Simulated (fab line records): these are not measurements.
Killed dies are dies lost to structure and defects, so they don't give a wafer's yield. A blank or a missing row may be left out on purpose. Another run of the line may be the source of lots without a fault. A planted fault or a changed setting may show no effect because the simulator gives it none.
fab line records	flow n5_finfet
record lots=24	wafers=72	last_day=17
route steps=1938 shown BEOL_M10@1522 BEOL_M11@1540
lots that met no fault: from a run of the same line without faults
start_h: start of the lot's first displayed wafer, in hours after the record's first day	wait_h: hours since the lot's step before	" repeats the value in the row above	L1.1+2: several wafers, shown together as one row	- no value, or no start was given	* or withheld: withheld	< > ~ a bound
route shown NAME@n: names a module that has steps shown in the file, with the first one's number in the route	usual: the fault-free wafers' mean and standard deviation	same: alike in all rows	chamber/n: place in a boat	sites: the reading at each site	_std_site: standard deviation across them	_edge_site: outer sites' mean less inner sites'	radius_mm: for every site, how far away it sits from the centre of the wafer	mask NAME#n: copy n	behind: the tool/chamber that last shaped the wafer	hold: cause of the lot's hold/its duration in hours/its outcome	device: the transistor (n, p or np) that didn't switch	end of line: at the end of the route, the tests of the same wafers	a step given without rows: its recipe and nothing more	killed: not the wafer's yield, but the dies lost to structure and defects at the first sort	map: a wafer's dies, marking killed ones x, the rest . and places with no die _
set.NAME: the setting the step ran with; set.NAME@STEP: the setting that earlier step ran with	model.NAME: the simulator's own value behind a step, which no gauge read
one table for each step of the route and one row for each wafer, over a sample of lots
services: a tool's chamber out of use, with start hour (start_h, from the record's first day; less than 0 if before it), hours out, and reason
## steps
# step N5_BEOL_M10_DEGAS_44
# recipe ambient=vacuum	temp_c=250	time_s=60
# usual heater_power_w=326/31
# same time_s=60
lot.wafer	tool	chamber	start_h	wait_h	heater_power_w
L075.2	pvd_sputter-03	-	229.66	1.4	328
L075.5	"	-	"	"	340
L075.6	"	-	"	"	332
L076.3	pvd_sputter-01	-	232.70	2.1	334
L076.4	"	-	"	"	339
L076.6	"	-	"	"	277
L077.2	pvd_sputter-01	-	232.82	1.9	326
L077.4	"	-	"	"	360
L077.6	"	-	"	"	334
L074.1	pvd_sputter-02	-	244.78	0.8	310
L074.3	"	-	"	"	339
L074.5	"	-	"	"	332
L079.1	pvd_sputter-01	-	248.02	0.3	358
L079.3	"	-	"	"	346
L079.5	"	-	"	"	354
L078.4	pvd_sputter-03	-	248.32	0.1	334
L078.5	"	-	"	"	341
L078.6	"	-	"	"	264
L080.2	pvd_sputter-03	-	251.01	0.4	266
L080.3	"	-	"	"	361
L080.6	"	-	"	"	267
L081.1	pvd_sputter-01	-	257.72	0.3	355
L081.4	"	-	"	"	272
L081.5	"	-	"	"	357
L082.2	pvd_sputter-03	-	266.94	1.2	262
L082.4	"	-	"	"	359
L082.5	"	-	"	"	270
L083.1	pvd_sputter-02	-	277.96	0.6	344
L083.3	"	-	"	"	362
L083.4	"	-	"	"	309
L084.1	pvd_sputter-02	-	286.13	0.3	354
L084.2	"	-	"	"	341
L084.4	"	-	"	"	311
L086.2	pvd_sputter-03	-	293.92	0.4	351
L086.4	"	-	"	"	338
L086.5	"	-	"	"	336
L085.2	pvd_sputter-03	-	295.04	1.0	341
L085.3	"	-	"	"	365
L085.6	"	-	"	"	272
L087.1	pvd_sputter-01	-	301.74	0.3	343
L087.5	"	-	"	"	338
L087.6	"	-	"	"	266
L088.4	pvd_sputter-02	-	309.59	0.4	320
L088.5	"	-	"	"	339
L088.6	"	-	"	"	306
L089.2	pvd_sputter-01	-	312.39	0.5	351
L089.5	"	-	"	"	276
L089.6	"	-	"	"	340
L091.2	pvd_sputter-01	-	318.41	0.6	338
L091.5	"	-	"	"	351
L091.6	"	-	"	"	339
L090.2	pvd_sputter-03	-	328.68	0.2	342
L090.3	"	-	"	"	270
L090.5	"	-	"	"	341
L094.2	pvd_sputter-02	-	331.19	0.6	363
L094.3	"	-	"	"	309
L094.5	"	-	"	"	360
L092.2	pvd_sputter-02	-	331.41	0.4	337
L092.4	"	-	"	"	337
L092.5	"	-	"	"	299
L093.2	pvd_sputter-01	-	336.56	0.5	330
L093.3	"	-	"	"	360
L093.6	"	-	"	"	269
L095.2	pvd_sputter-02	-	342.39	0.5	360
L095.4	"	-	"	"	331
L095.5	"	-	"	"	314
L097.3	pvd_sputter-03	-	358.21	1.8	339
L097.4	"	-	"	"	272
L097.6	"	-	"	"	334
L096.1	pvd_sputter-03	-	358.83	0.3	329
L096.4	"	-	"	"	266
L096.6	"	-	"	"	338
# step N5_BEOL_M11_HM_DEP_02
# recipe material=TiN	target_thk_a=200	temp_c=25	chamber_pressure_pa=0.49996
# usual throttle_valve_pct=29.5/0.86
lot.wafer	tool	chamber	start_h	wait_h	throttle_valve_pct
L075.2	pvd_sputter-02	-	234.12	0.5	29.1
L075.5	"	-	"	"	30.7
L075.6	"	-	"	"	30.7
L076.3	pvd_sputter-01	-	235.62	0.4	29.4
L076.4	"	-	"	"	29.2
L076.6	"	-	"	"	29.3
L077.2	pvd_sputter-01	-	235.82	0.3	29.7
L077.4	"	-	"	"	29.5
L077.6	"	-	"	"	29.3
L074.1	pvd_sputter-03	-	247.82	0.6	29.7
L074.3	"	-	"	"	30.2
L074.5	"	-	"	"	29.0
L079.1	pvd_sputter-01	-	253.52	2.9	29.3
L079.3	"	-	"	"	29.9
L079.5	"	-	"	"	27.5
L078.4	pvd_sputter-03	-	253.75	2.4	29.7
L078.5	"	-	"	"	29.2
L078.6	"	-	"	"	30.8
L080.2	pvd_sputter-01	-	257.04	1.5	27.4
L080.3	"	-	"	"	29.6
L080.6	"	-	"	"	29.2
L081.1	pvd_sputter-01	-	261.44	0.5	27.6
L081.4	"	-	"	"	29.2
L081.5	"	-	"	"	29.5
L082.2	pvd_sputter-03	-	270.44	1.1	29.0
L082.4	"	-	"	"	30.2
L082.5	"	-	"	"	29.0
L083.1	pvd_sputter-03	-	281.00	0.3	30.2
L083.3	"	-	"	"	29.1
L083.4	"	-	"	"	30.7
L084.1	pvd_sputter-01	-	289.03	0.4	29.4
L084.2	"	-	"	"	29.9
L084.4	"	-	"	"	27.6
L086.2	pvd_sputter-03	-	297.95	1.3	30.4
L086.4	"	-	"	"	28.9
L086.5	"	-	"	"	30.7
L085.2	pvd_sputter-03	-	298.29	0.4	30.1
L085.3	"	-	"	"	30.5
L085.6	"	-	"	"	30.3
L087.1	pvd_sputter-01	-	307.95	2.7	29.6
L087.5	"	-	"	"	29.3
L087.6	"	-	"	"	29.6
L088.4	pvd_sputter-01	-	314.13	1.1	29.5
L088.5	"	-	"	"	29.6
L088.6	"	-	"	"	29.6
L089.2	pvd_sputter-03	-	315.56	0.4	29.3
L089.5	"	-	"	"	29.8
L089.6	"	-	"	"	30.2
L091.2	pvd_sputter-02	-	321.67	0.8	29.4
L091.5	"	-	"	"	30.8
L091.6	"	-	"	"	30.7
L090.2	pvd_sputter-01	-	331.83	0.5	29.9
L090.3	"	-	"	"	29.8
L090.5	"	-	"	"	27.5
L094.2	pvd_sputter-01	-	334.40	0.8	29.8
L094.3	"	-	"	"	27.7
L094.5	"	-	"	"	30.0
L092.2	pvd_sputter-01	-	334.50	0.8	29.5
L092.4	"	-	"	"	29.8
L092.5	"	-	"	"	29.7
L093.2	pvd_sputter-02	-	341.11	2.1	30.6
L093.3	"	-	"	"	28.9
L093.6	"	-	"	"	29.4
L095.2	pvd_sputter-01	-	347.13	0.5	29.7
L095.4	"	-	"	"	27.7
L095.5	"	-	"	"	29.9
L097.3	pvd_sputter-01	-	361.63	0.7	29.2
L097.4	"	-	"	"	29.9
L097.6	"	-	"	"	29.7
L096.1	pvd_sputter-03	-	362.01	0.5	28.8
L096.4	"	-	"	"	30.5
L096.6	"	-	"	"	30.5
# step N5_BEOL_M11_ETCH_62
# recipe chemistry=N2/H2	target=SOC	target_depth_a=1100	overetch_a=220	mask_material=SiARC	temp_c=40	time_s=165	ion_energy_ev=200	pressure_mtorr=30	source_w=840	bias_w=150	n2_flow_sccm=200	h2_flow_sccm=200
# usual drypump_motor_current_A=5.9/0.54	oes_product_au=0.65/0.053	rf_vpp_V=524.1/2.5	showerhead_plenum_p_Torr=2.55/0.086	throttle_valve_pct=17.84/0.23
# same time_s=165
lot.wafer	tool	chamber	start_h	wait_h	drypump_motor_current_A	oes_product_au	rf_hours_counter_h	rf_vpp_V	showerhead_plenum_p_Torr	throttle_valve_pct
L075.2	rie_diel-02	2	234.68	0.0	6.2	0.73	35	528.6	2.68	17.54
L075.5	"	2	"	"	6.2	0.73	-	527.9	2.68	17.55
L075.6	"	3	"	"	6.0	0.61	-	521.9	2.51	18.15
L076.3	rie_diel-02	3	236.29	0.0	6.0	0.60	195	523.2	2.51	18.14
L076.4	"	1	"	"	5.4	0.63	178	523.4	2.54	17.79
L076.6	"	1	"	"	5.4	0.62	-	525.6	2.54	17.79
L077.2	rie_diel-01	1	236.36	0.0	6.4	0.72	60	525.5	2.57	17.86
L077.4	"	2	"	"	6.8	0.65	138	520.4	2.47	17.61
L077.6	"	0	"	"	5.1	0.71	-	521.8	2.47	17.58
L074.1	rie_diel-04	2	248.56	0.0	5.8	0.62	188	521.0	2.43	17.73
L074.3	"	0	"	"	6.1	0.61	194	524.7	2.64	18.10
L074.5	"	1	"	"	5.1	0.71	-	524.9	2.61	17.98
L079.1	rie_diel-04	3	254.06	0.0	6.7	0.66	154	520.6	2.43	17.59
L079.3	"	1	"	"	5.0	0.71	53	525.1	2.61	17.96
L079.5	"	1	"	"	5.0	0.72	-	526.2	2.61	17.96
L078.4	rie_diel-02	2	254.42	0.0	6.2	0.72	41	528.3	2.68	17.57
L078.5	"	3	"	"	6.0	0.60	-	524.3	2.51	18.15
L078.6	"	2	"	"	6.2	0.72	-	527.6	2.68	17.53
L080.2	rie_diel-04	2	257.71	0.0	5.7	0.61	191	520.7	2.43	17.73
L080.3	"	1	"	"	5.0	0.71	55	524.3	2.61	17.96
L080.6	"	1	"	"	5.0	0.71	-	525.5	2.61	17.98
L081.1	rie_diel-04	2	262.36	0.0	5.7	0.61	193	520.2	2.43	17.72
L081.4	"	3	"	"	6.7	0.65	157	521.9	2.43	17.58
L081.5	"	0	"	"	6.1	0.61	-	527.3	2.64	18.09
L082.2	rie_diel-02	3	271.10	0.0	6.0	0.59	207	521.8	2.50	18.15
L082.4	"	1	"	"	5.3	0.62	-	523.5	2.53	17.80
L082.5	"	2	"	"	6.2	0.72	-	528.7	2.68	17.58
L083.1	rie_diel-01	3	282.26	0.0	6.3	0.61	212	521.8	2.49	17.38
L083.3	"	0	"	"	5.1	0.70	70	523.0	2.47	17.61
L083.4	"	1	"	"	6.3	0.71	76	525.2	2.56	17.89
L084.1	rie_diel-04	2	289.72	0.0	5.7	0.60	203	520.3	2.42	17.75
L084.2	"	0	"	"	6.1	0.61	205	527.6	2.64	18.11
L084.4	"	3	"	"	6.7	0.65	169	519.8	2.42	17.59
L086.2	rie_diel-02	3	298.92	0.0	6.0	0.59	211	523.6	2.50	18.16
L086.4	"	2	"	"	6.2	0.71	52	528.6	2.68	17.58
L086.5	"	1	"	"	5.4	0.62	-	523.8	2.53	17.79
L085.2	rie_diel-04	1	299.00	0.0	5.0	0.70	70	524.9	2.60	17.99
L085.3	"	3	"	"	6.6	0.65	171	520.0	2.42	17.62
L085.6	"	1	"	"	5.0	0.70	-	524.8	2.60	18.00
L087.1	rie_diel-02	1	308.57	0.0	5.4	0.62	196	521.7	2.53	17.83
L087.5	"	2	"	"	6.2	0.70	-	527.2	2.67	17.59
L087.6	"	1	"	"	5.4	0.62	-	523.7	2.53	17.82
L088.4	rie_diel-02	3	314.67	0.0	6.0	0.59	216	522.3	2.50	18.17
L088.5	"	1	"	"	5.4	0.61	-	521.8	2.53	17.83
L088.6	"	2	"	"	6.2	0.70	-	527.2	2.67	17.58
L089.2	rie_diel-04	0	316.23	0.0	6.1	0.60	214	525.0	2.63	18.14
L089.5	"	1	"	"	5.1	0.69	-	524.3	2.60	18.00
L089.6	"	0	"	"	6.1	0.60	-	526.6	2.63	18.14
L091.2	rie_diel-02	0	322.34	0.0	5.6	0.74	35	525.5	2.62	17.98
L091.5	"	2	"	"	6.2	0.70	-	528.1	2.67	17.58
L091.6	"	1	"	"	5.4	0.62	-	522.7	2.53	17.83
L090.2	rie_diel-01	2	332.50	0.0	6.8	0.62	169	521.8	2.45	17.69
L090.3	"	3	"	"	6.3	0.61	227	523.6	2.48	17.42
L090.5	"	1	"	"	6.3	0.69	-	523.5	2.55	17.92
L094.2	rie_diel-04	2	335.34	0.0	5.7	0.60	215	520.4	2.42	17.76
L094.3	"	0	"	"	6.1	0.60	221	527.2	2.63	18.13
L094.5	"	0	"	"	6.1	0.60	-	525.7	2.63	18.16
L092.2	rie_diel-01	3	335.34	0.0	6.3	0.60	227	523.6	2.48	17.43
L092.4	"	0	"	"	5.1	0.68	86	521.1	2.46	17.63
L092.5	"	3	"	"	6.2	0.61	-	524.4	2.48	17.42
L093.2	rie_diel-04	3	341.95	0.0	6.6	0.64	187	521.4	2.41	17.63
L093.3	"	0	"	"	6.1	0.59	224	525.0	2.63	18.16
L093.6	"	3	"	"	6.6	0.64	-	519.3	2.41	17.64
L095.2	rie_diel-04	2	347.67	0.0	5.7	0.60	216	519.4	2.42	17.77
L095.4	"	0	"	"	6.1	0.60	226	525.1	2.63	18.17
L095.5	"	1	"	"	5.0	0.68	-	524.3	2.59	18.02
L097.3	rie_diel-02	1	362.36	0.0	5.4	0.61	216	523.4	2.52	17.85
L097.4	"	2	"	"	6.2	0.69	-	526.5	2.67	17.61
L097.6	"	3	"	"	6.0	0.57	-	523.3	2.49	18.19
L096.1	rie_diel-02	1	362.97	0.0	5.3	0.61	216	522.3	2.52	17.84
L096.4	"	3	"	"	6.0	0.58	-	521.7	2.49	18.21
L096.6	"	1	"	"	5.3	0.60	-	523.6	2.52	17.84
# step N5_BEOL_M11_STRIP_19
# recipe chemistry=O2	power_w=400	temp_c=40	pressure_mtorr=30	rf_frequency_hz=6e+07	bias_power_w=0	overash_fraction=0.2	o2_flow_sccm=225
# usual drypump_motor_current_A=5.9/0.58	oes_product_au=0.78/0.068	rf_vpp_V=3.6/0.62	showerhead_plenum_p_Torr=2.09/0.061	throttle_valve_pct=16.62/0.22
# same overash_fraction=0.2
lot.wafer	tool	chamber	start_h	wait_h	drypump_motor_current_A	oes_product_au	rf_hours_counter_h	rf_vpp_V	showerhead_plenum_p_Torr	throttle_valve_pct
L075.2	rie_diel-02	2	234.99	0.1	6.2	0.87	35	3.8	2.22	16.44
L075.5	"	1	"	"	5.3	0.73	-	5.1	2.06	16.48
L075.6	"	2	"	"	6.2	0.88	-	3.5	2.22	16.44
L076.3	rie_diel-02	0	236.59	0.1	5.6	0.93	14	3.5	2.14	16.57
L076.4	"	2	"	"	6.2	0.87	35	3.6	2.22	16.43
L076.6	"	1	"	"	5.4	0.73	-	3.6	2.06	16.49
L077.2	rie_diel-02	1	236.66	0.1	5.4	0.73	178	4.0	2.06	16.51
L077.4	"	3	"	"	6.0	0.67	195	4.5	2.10	17.16
L077.6	"	1	"	"	5.4	0.73	-	2.4	2.06	16.50
L074.1	rie_diel-01	2	248.86	0.1	6.8	0.78	142	3.1	2.02	16.35
L074.3	"	3	"	"	6.3	0.72	201	3.2	2.09	16.55
L074.5	"	0	"	"	5.1	0.87	-	4.8	2.05	16.40
L079.1	rie_diel-04	0	254.36	0.1	6.1	0.72	195	3.4	2.15	16.74
L079.3	"	1	"	"	5.0	0.84	53	3.4	2.16	16.80
L079.5	"	0	"	"	6.1	0.71	-	4.6	2.15	16.72
L078.4	rie_diel-02	2	254.71	0.1	6.2	0.86	41	3.3	2.22	16.44
L078.5	"	3	"	"	6.0	0.67	-	3.6	2.10	17.19
L078.6	"	0	"	"	5.6	0.89	-	3.7	2.13	16.55
L080.2	rie_diel-01	1	258.01	0.1	6.4	0.85	66	4.0	2.12	16.79
L080.3	"	3	"	"	6.2	0.71	203	2.6	2.09	16.55
L080.6	"	1	"	"	6.4	0.85	-	3.6	2.12	16.77
L081.1	rie_diel-02	0	262.68	0.1	5.6	0.89	23	3.1	2.13	16.57
L081.4	"	2	"	"	6.2	0.87	44	4.3	2.22	16.45
L081.5	"	2	"	"	6.2	0.85	-	5.0	2.22	16.45
L082.2	rie_diel-01	1	271.40	0.1	6.3	0.84	71	3.6	2.12	16.78
L082.4	"	2	"	"	6.8	0.77	149	3.7	2.02	16.36
L082.5	"	1	"	"	6.3	0.84	-	4.2	2.12	16.79
L083.1	rie_diel-01	2	282.72	0.2	6.8	0.77	153	3.5	2.02	16.38
L083.3	"	1	"	"	6.4	0.84	76	3.6	2.12	16.79
L083.4	"	0	"	"	5.1	0.84	70	4.1	2.05	16.42
L084.1	rie_diel-01	3	290.01	0.1	6.3	0.70	215	4.0	2.09	16.59
L084.2	"	0	"	"	5.1	0.84	74	3.8	2.05	16.43
L084.4	"	2	"	"	6.8	0.76	157	3.6	2.01	16.37
L086.2	rie_diel-01	2	299.26	0.1	6.8	0.75	159	2.6	2.01	16.38
L086.4	"	1	"	"	6.3	0.83	82	3.5	2.12	16.80
L086.5	"	1	"	"	6.3	0.82	-	3.2	2.12	16.80
L085.2	rie_diel-01	0	299.39	0.1	5.1	0.85	75	3.6	2.05	16.41
L085.3	"	2	"	"	6.8	0.76	159	4.1	2.01	16.39
L085.6	"	1	"	"	6.3	0.81	-	4.5	2.12	16.80
L087.1	rie_diel-04	0	308.87	0.1	6.1	0.70	211	4.2	2.15	16.76
L087.5	"	1	"	"	5.0	0.80	-	3.6	2.15	16.82
L087.6	"	2	"	"	5.7	0.71	-	4.3	2.01	16.69
L088.4	rie_diel-01	3	314.97	0.1	6.3	0.70	221	4.7	2.09	16.58
L088.5	"	2	"	"	6.8	0.76	-	2.9	2.01	16.39
L088.6	"	1	"	"	6.4	0.82	-	3.4	2.12	16.80
L089.2	rie_diel-01	2	316.53	0.1	6.8	0.76	164	3.4	2.01	16.38
L089.5	"	1	"	"	6.4	0.82	-	4.0	2.12	16.82
L089.6	"	2	"	"	6.8	0.75	-	3.1	2.01	16.40
L091.2	rie_diel-02	2	322.65	0.1	6.2	0.84	58	3.6	2.21	16.47
L091.5	"	1	"	"	5.4	0.73	-	4.6	2.05	16.53
L091.6	"	0	"	"	5.6	0.87	-	3.5	2.13	16.60
L090.2	rie_diel-01	0	332.80	0.1	5.1	0.83	85	3.3	2.04	16.42
L090.3	"	3	"	"	6.3	0.69	227	3.0	2.08	16.64
L090.5	"	0	"	"	5.1	0.83	-	3.3	2.04	16.44
L094.2	rie_diel-02	1	335.64	0.1	5.3	0.71	206	3.4	2.05	16.55
L094.3	"	2	"	"	6.2	0.82	63	3.9	2.21	16.49
L094.5	"	1	"	"	5.4	0.71	-	3.1	2.05	16.54
L092.2	rie_diel-02	1	335.68	0.1	5.4	0.72	206	3.5	2.05	16.54
L092.4	"	0	"	"	5.6	0.86	40	3.3	2.13	16.63
L092.5	"	1	"	"	5.4	0.72	-	3.8	2.05	16.54
L093.2	rie_diel-04	1	342.34	0.1	5.0	0.80	84	5.4	2.15	16.83
L093.3	"	3	"	"	6.7	0.76	188	3.3	2.01	16.60
L093.6	"	0	"	"	6.1	0.70	-	3.7	2.14	16.79
L095.2	rie_diel-02	0	347.97	0.1	5.6	0.85	44	3.7	2.13	16.62
L095.4	"	1	"	"	5.4	0.72	211	3.5	2.05	16.56
L095.5	"	0	"	"	5.6	0.85	-	4.1	2.13	16.60
L097.3	rie_diel-04	1	362.66	0.1	5.0	0.79	91	3.4	2.15	16.86
L097.4	"	0	"	"	6.1	0.70	230	5.1	2.14	16.79
L097.6	"	0	"	"	6.1	0.68	-	4.6	2.14	16.84
L096.1	rie_diel-01	2	363.27	0.1	6.8	0.75	177	3.8	2.01	16.42
L096.4	"	1	"	"	6.4	0.80	100	3.2	2.11	16.82
L096.6	"	2	"	"	6.8	0.75	-	2.8	2.01	16.42
# step N5_BEOL_M11_CD_MEAS_35
# recipe target_cd_nm=70	polarity=opening
# usual cd_nm=69.9/0.71
lot.wafer	tool	chamber	start_h	wait_h	cd_nm
L075.2	cd_sem-03	-	237.64	0.0	70.5
L075.5	"	-	"	"	70.0
L075.6	"	-	"	"	69.9
L076.3	cd_sem-02	-	238.47	0.0	69.5
L076.4	"	-	"	"	70.1
L076.6	"	-	"	"	69.3
L077.2	cd_sem-03	-	238.93	0.0	68.2
L077.4	"	-	"	"	68.2
L077.6	"	-	"	"	69.6
L074.1	cd_sem-03	-	250.25	0.0	69.4
L074.3	"	-	"	"	68.8
L074.5	"	-	"	"	69.3
L079.1	cd_sem-01	-	257.37	0.0	70.1
L079.3	"	-	"	"	69.3
L079.5	"	-	"	"	70.3
L078.4	cd_sem-03	-	257.42	0.0	70.0
L078.5	"	-	"	"	69.8
L078.6	"	-	"	"	70.8
L080.2	cd_sem-02	-	259.32	0.0	69.9
L080.3	"	-	"	"	69.7
L080.6	"	-	"	"	69.1
L081.1	cd_sem-03	-	265.28	0.0	70.5
L081.4	"	-	"	"	70.9
L081.5	"	-	"	"	70.5
L082.2	cd_sem-01	-	272.80	0.0	69.5
L082.4	"	-	"	"	69.7
L082.5	"	-	"	"	68.6
L083.1	cd_sem-01	-	285.79	0.0	68.8
L083.3	"	-	"	"	68.9
L083.4	"	-	"	"	70.7
L084.1	cd_sem-03	-	293.30	0.0	70.4
L084.2	"	-	"	"	69.4
L084.4	"	-	"	"	69.6
L085.2	cd_sem-02	-	301.67	0.0	70.5
L085.3	"	-	"	"	69.1
L085.6	"	-	"	"	70.3
L086.2	cd_sem-02	-	301.74	0.0	70.7
L086.4	"	-	"	"	69.2
L086.5	"	-	"	"	69.0
L087.1	cd_sem-01	-	312.29	0.0	69.7
L087.5	"	-	"	"	70.3
L087.6	"	-	"	"	69.9
L088.4	cd_sem-01	-	316.19	0.0	69.8
L088.5	"	-	"	"	70.3
L088.6	"	-	"	"	70.6
L089.2	cd_sem-02	-	317.77	0.0	69.2
L089.5	"	-	"	"	70.4
L089.6	"	-	"	"	69.5
L091.2	cd_sem-01	-	324.34	0.0	69.8
L091.5	"	-	"	"	70.1
L091.6	"	-	"	"	69.4
L090.2	cd_sem-03	-	336.16	0.0	71.4
L090.3	"	-	"	"	69.9
L090.5	"	-	"	"	70.3
L092.2	cd_sem-03	-	337.20	0.0	70.3
L092.4	"	-	"	"	70.2
L092.5	"	-	"	"	69.9
L094.2	cd_sem-03	-	338.07	0.0	69.5
L094.3	"	-	"	"	68.5
L094.5	"	-	"	"	68.9
L093.2	cd_sem-01	-	347.22	0.0	70.2
L093.3	"	-	"	"	70.2
L093.6	"	-	"	"	70.2
L095.2	cd_sem-03	-	349.57	0.0	68.6
L095.4	"	-	"	"	68.7
L095.5	"	-	"	"	69.6
L097.3	cd_sem-02	-	365.07	0.0	69.3
L097.4	"	-	"	"	69.5
L097.6	"	-	"	"	69.9
L096.1	cd_sem-01	-	365.27	0.0	70.0
L096.4	"	-	"	"	70.3
L096.6	"	-	"	"	70.0
# step N5_BEOL_M11_DEGAS_44
# recipe ambient=vacuum	temp_c=250	time_s=60
# usual heater_power_w=327/33
# same time_s=60
lot.wafer	tool	chamber	start_h	wait_h	heater_power_w
L075.2	pvd_sputter-02	-	238.18	0.3	308
L075.5	"	-	"	"	365
L075.6	"	-	"	"	295
L076.3	pvd_sputter-03	-	239.02	0.3	327
L076.4	"	-	"	"	363
L076.6	"	-	"	"	264
L077.2	pvd_sputter-01	-	240.97	1.8	330
L077.4	"	-	"	"	264
L077.6	"	-	"	"	340
L074.1	pvd_sputter-03	-	250.89	0.5	359
L074.3	"	-	"	"	336
L074.5	"	-	"	"	266
L079.1	pvd_sputter-03	-	258.32	0.7	362
L079.3	"	-	"	"	339
L079.5	"	-	"	"	335
L078.4	pvd_sputter-01	-	258.38	0.5	274
L078.5	"	-	"	"	338
L078.6	"	-	"	"	355
L080.2	pvd_sputter-01	-	260.68	1.2	347
L080.3	"	-	"	"	358
L080.6	"	-	"	"	332
L081.1	pvd_sputter-03	-	266.74	1.4	331
L081.4	"	-	"	"	264
L081.5	"	-	"	"	335
L082.2	pvd_sputter-03	-	273.40	0.5	259
L082.4	"	-	"	"	340
L082.5	"	-	"	"	266
L083.1	pvd_sputter-02	-	286.21	0.3	357
L083.3	"	-	"	"	337
L083.4	"	-	"	"	298
L084.1	pvd_sputter-03	-	293.76	0.4	332
L084.2	"	-	"	"	259
L084.4	"	-	"	"	358
L085.2	pvd_sputter-02	-	302.20	0.4	344
L085.3	"	-	"	"	369
L085.6	"	-	"	"	334
L086.2	pvd_sputter-01	-	302.20	0.2	278
L086.4	"	-	"	"	354
L086.5	"	-	"	"	338
L087.1	pvd_sputter-01	-	313.51	1.1	361
L087.5	"	-	"	"	345
L087.6	"	-	"	"	269
L088.4	pvd_sputter-03	-	317.84	1.4	266
L088.5	"	-	"	"	355
L088.6	"	-	"	"	347
L089.2	pvd_sputter-03	-	318.54	0.6	340
L089.5	"	-	"	"	371
L089.6	"	-	"	"	339
L091.2	pvd_sputter-01	-	324.92	0.4	345
L091.5	"	-	"	"	275
L091.6	"	-	"	"	341
L090.2	pvd_sputter-01	-	337.06	0.7	333
L090.3	"	-	"	"	266
L090.5	"	-	"	"	339
L092.2	pvd_sputter-02	-	338.20	0.9	298
L092.4	"	-	"	"	295
L092.5	"	-	"	"	357
L094.2	pvd_sputter-01	-	338.50	0.3	331
L094.3	"	-	"	"	355
L094.5	"	-	"	"	344
L093.2	pvd_sputter-01	-	347.71	0.4	356
L093.3	"	-	"	"	271
L093.6	"	-	"	"	268
L095.2	pvd_sputter-02	-	350.68	0.8	366
L095.4	"	-	"	"	342
L095.5	"	-	"	"	301
L097.3	pvd_sputter-02	-	365.43	0.2	309
L097.4	"	-	"	"	302
L097.6	"	-	"	"	313
L096.1	pvd_sputter-03	-	366.37	0.9	341
L096.4	"	-	"	"	336
L096.6	"	-	"	"	261
## services
tool	chamber	start_h	hours	kind
rie_diel-01	2	220.07	16.1	repair
rie_diel-02	0	264.59	16.2	repair
rie_diel-02	-	271.50	14.6	pm
pvd_sputter-02	-	303.66	4.3	repair
rie_diel-04	1	310.45	4.1	repair
pvd_sputter-03	-	332.51	3.0	repair
pvd_sputter-02	-	342.91	6.3	repair
rie_diel-04	0	360.64	2.0	repair
rie_diel-02	0	361.79	5.2	repair
## key
fault none
